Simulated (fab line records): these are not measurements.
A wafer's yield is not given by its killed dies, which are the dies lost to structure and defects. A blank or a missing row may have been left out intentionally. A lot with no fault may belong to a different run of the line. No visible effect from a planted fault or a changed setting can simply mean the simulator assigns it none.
The tool behind it: which one? ; flow nand_harc ; 11 lots with 33 wafers sampled at 7 steps, on a route of 1159 steps

## WHAT THE GAUGES READ, wafer by wafer
NHARC_P_CONTACT_CD_MEAS_12: the cd target is 90 nm.
lot;measured;on;cd_nm (nm)
L376;day 5 16:49;cd_sem-01;89.7 89.6 90.2
L377;day 6 08:29;cd_sem-03;89.1 90.0 89.8
L382;day 7 07:17;cd_sem-01;90.1 89.7 89.5
L381;day 7 07:27;cd_sem-03;90.6 90.8 90.0
L380;day 7 09:47;cd_sem-03;88.9 89.2 90.2
L383;day 7 15:01;cd_sem-03;81.9 82.1 81.8
L393;day 10 03:48;cd_sem-01;91.0 90.6 91.1
L394;day 10 04:20;cd_sem-03;90.4 90.7 90.4
L395;day 10 17:54;cd_sem-02;89.6 89.5 89.9
L397;day 11 04:54;cd_sem-01;90.2 89.9 90.5
L398;day 11 13:14;cd_sem-01;91.2 90.5 90.2

NHARC_P_CONTACT_CD_MEAS_19.
lot;measured;on;cd_nm (nm)
L376;day 5 18:01;cd_sem-02;88.7 88.6 88.3
L377;day 6 09:33;cd_sem-03;89.4 91.5 87.5
L382;day 7 08:31;cd_sem-03;90.8 88.5 88.2
L381;day 7 08:59;cd_sem-01;90.6 89.8 90.3
L380;day 7 10:59;cd_sem-03;87.2 89.1 88.4
L383;day 7 16:04;cd_sem-03;78.4 81.3 80.5
L393;day 10 05:27;cd_sem-01;88.7 91.8 89.9
L394;day 10 06:25;cd_sem-01;89.2 89.6 88.2
L395;day 10 18:58;cd_sem-02;90.7 88.8 86.1
L397;day 11 05:58;cd_sem-01;90.6 89.3 91.4
L398;day 11 14:17;cd_sem-01;91.4 89.6 89.3

NHARC_END_SORT_01.
lot;measured;on;killed_at_array;killed_at_other;killed_at_periphery;killed_dies;killed_open;killed_short
L383;day 21 11:56;prober-02;19 22;0 0;6 6;25 28;3 4;2 2

## TOOL THAT RAN EACH LOT (tool first, then ch and the chambers of the sampled wafers, then the start)
lot;NHARC_P_GATE_STRIP_76;NHARC_P_CONTACT_DEP_00;NHARC_P_CONTACT_EXPOSE_09;NHARC_P_CONTACT_ETCH_31
L376;plasma_asher-02 ch 0,1, day 5 10:43;pecvd-01 ch 0,1,2, day 5 16:41 or earlier;arfi_scanner-02 ch 0, day 5 16:41;rie_diel-03 ch 0,2,3, day 5 18:01 or earlier
L377;plasma_asher-01 ch 0,1, day 6 02:52;pecvd-02 ch 1,2, day 6 08:21 or earlier;arfi_scanner-01 ch 0, day 6 08:21;rie_diel-09 ch 0,1,3, day 6 09:33 or earlier
L382;plasma_asher-01 ch 1, day 7 01:31;pecvd-02 ch 0,1, day 7 07:10 or earlier;arfi_scanner-01 ch 0, day 7 07:10;rie_diel-09 ch 0,1,2, day 7 08:31 or earlier
L381;plasma_asher-02 ch 0,1, day 7 01:47;pecvd-04 ch 0,1, day 7 07:19 or earlier;arfi_scanner-03 ch 0, day 7 07:19;rie_diel-03 ch 0,3, day 7 08:59 or earlier
L380;plasma_asher-02 ch 0,1, day 7 04:00;pecvd-01 ch 0,2, day 7 09:38 or earlier;arfi_scanner-02 ch 0, day 7 09:38;rie_diel-03 ch 0,1,2, day 7 10:59 or earlier
L383;plasma_asher-01 ch 0,1, day 7 09:16;pecvd-01 ch 0,1,2, day 7 14:52 or earlier;arfi_scanner-01 ch 0, day 7 14:52;rie_diel-03 ch 2,3, day 7 16:04 or earlier
L393;plasma_asher-01 ch 0,1, day 9 22:02;pecvd-01 ch 1,2, day 10 03:40 or earlier;arfi_scanner-03 ch 0, day 10 03:40;rie_diel-09 ch 0,1,2, day 10 05:27 or earlier
L394;plasma_asher-02 ch 0,1, day 9 22:11;pecvd-02 ch 0,2, day 10 04:12 or earlier;arfi_scanner-02 ch 0, day 10 04:12;rie_diel-09 ch 0,1,2, day 10 06:25 or earlier
L395;plasma_asher-02 ch 0,1, day 10 12:16;pecvd-01 ch 0,1, day 10 17:45 or earlier;arfi_scanner-02 ch 0, day 10 17:45;rie_diel-09 ch 1,2,3, day 10 18:58 or earlier
L397;plasma_asher-02 ch 0,1, day 10 23:21;pecvd-02 ch 0,1,2, day 11 04:46 or earlier;arfi_scanner-01 ch 0, day 11 04:46;rie_diel-09 ch 0,1,2, day 11 05:58 or earlier
L398;plasma_asher-01 ch 0,1, day 11 07:35;pecvd-02 ch 0,1, day 11 13:05 or earlier;arfi_scanner-02 ch 0, day 11 13:05;rie_diel-03 ch 1,2,3, day 11 14:17 or earlier
- NHARC_P_GATE_STRIP_76: strips in O2.
- NHARC_P_CONTACT_DEP_00: deposits SiO2, target thk 500 nm.
- NHARC_P_CONTACT_EXPOSE_09: exposes mask P CA, target cd 90 nm.
- NHARC_P_CONTACT_ETCH_31: etches the open film in CH3F/O2, target depth 30 nm, time 85.7 s.

## WHAT THE TOOLS THEMSELVES READ (means of the sampled wafers that have a number; where no wafer has one, the mark that the record gives instead)
NHARC_P_GATE_STRIP_76.
lot;tool;drypump_motor_current_A (A);heater_power_w (W)
L376;plasma_asher-02;5.35;313
L377;plasma_asher-01;5.53;341
L382;plasma_asher-01;5.44;340
L381;plasma_asher-02;5.34;319
L380;plasma_asher-02;5.37;312
L383;plasma_asher-01;5.47;340
L393;plasma_asher-01;5.48;335
L394;plasma_asher-02;5.38;307
L395;plasma_asher-02;5.34;302
L397;plasma_asher-02;5.35;305
L398;plasma_asher-01;5.47;339

NHARC_P_CONTACT_DEP_00.
lot;tool;heater_power_w (W);throttle_valve_pct (%)
L376;pecvd-01;596;16.0
L377;pecvd-02;569;16.4
L382;pecvd-02;612;16.6
L381;pecvd-04;454;15.5
L380;pecvd-01;505;15.8
L383;pecvd-01;590;15.9
L393;pecvd-01;674;16.0
L394;pecvd-02;517;15.8
L395;pecvd-01;575;16.1
L397;pecvd-02;545;15.9
L398;pecvd-02;637;16.2

NHARC_P_CONTACT_EXPOSE_09.
lot;tool;stage_vel_mm_s (mm/s)
L376;arfi_scanner-02;500.09
L377;arfi_scanner-01;500.05
L382;arfi_scanner-01;499.89
L381;arfi_scanner-03;500.14
L380;arfi_scanner-02;499.87
L383;arfi_scanner-01;499.93
L393;arfi_scanner-03;500.12
L394;arfi_scanner-02;500.27
L395;arfi_scanner-02;499.86
L397;arfi_scanner-01;500.13
L398;arfi_scanner-02;500.68

NHARC_P_CONTACT_ETCH_31.
lot;tool;drypump_motor_current_A (A);oes_product_au (a.u.);rf_vpp_V (V);showerhead_plenum_p_Torr (Torr);throttle_valve_pct (%)
L376;rie_diel-03;5.7;0.987;244.7;2.52;20.668
L377;rie_diel-09;5.8;0.972;243.5;2.43;20.666
L382;rie_diel-09;5.6;0.966;243.4;2.41;20.662
L381;rie_diel-03;6.0;1.002;244.1;2.48;20.656
L380;rie_diel-03;5.6;0.994;245.4;2.51;20.662
L383;rie_diel-03;5.7;0.974;245.8;2.60;20.664
L393;rie_diel-09;5.6;0.986;244.5;2.41;20.666
L394;rie_diel-09;5.6;0.969;243.7;2.41;20.657
L395;rie_diel-09;5.4;0.955;243.9;2.42;20.675
L397;rie_diel-09;5.5;0.976;243.2;2.41;20.664
L398;rie_diel-03;5.5;0.965;246.0;2.58;20.664

## THE ANSWER, worked out from the rows above alone
Rule: the usual values come from the lots themselves. Put in order of their means at a reading, lots are off if they are a third of the lots or fewer, leave a main group of 4 or more, and stand apart from it by a gap of 3 or more times the standard deviation of the main group's means; of several such gaps the widest counts. Not used: any main group whose means are identical at the precision the tables above print for the reading. Also off: a lot with no number at a reading for which 4 or more lots have one. The other lots that the step has rows for count as sound. Order of review: gauges by route order, followed by the tools' own readings, for which a lot's mean as printed above is used. At the first step where some lot is off, the reading lying furthest off is the one used; lots without a number count as furthest.
Off: L383 (NHARC_P_CONTACT_CD_MEAS_12, cd_nm). For the main group the mean is 90.1 nm and the standard deviation 0.48.
If a tool, at a process step before that reading, ran all the lots that are off and no sound lot after the first of them, it fits. Those tools and the gauges at NHARC_P_CONTACT_CD_MEAS_12 are tried in the same way. Because NHARC_P_CONTACT_DEP_00 lacks a start for some lots, the hours and order of its lots are taken from NHARC_P_CONTACT_EXPOSE_09. Not one of the candidates tried fits.

## WHAT HAD BEEN PUT IN BY THE SIMULATOR
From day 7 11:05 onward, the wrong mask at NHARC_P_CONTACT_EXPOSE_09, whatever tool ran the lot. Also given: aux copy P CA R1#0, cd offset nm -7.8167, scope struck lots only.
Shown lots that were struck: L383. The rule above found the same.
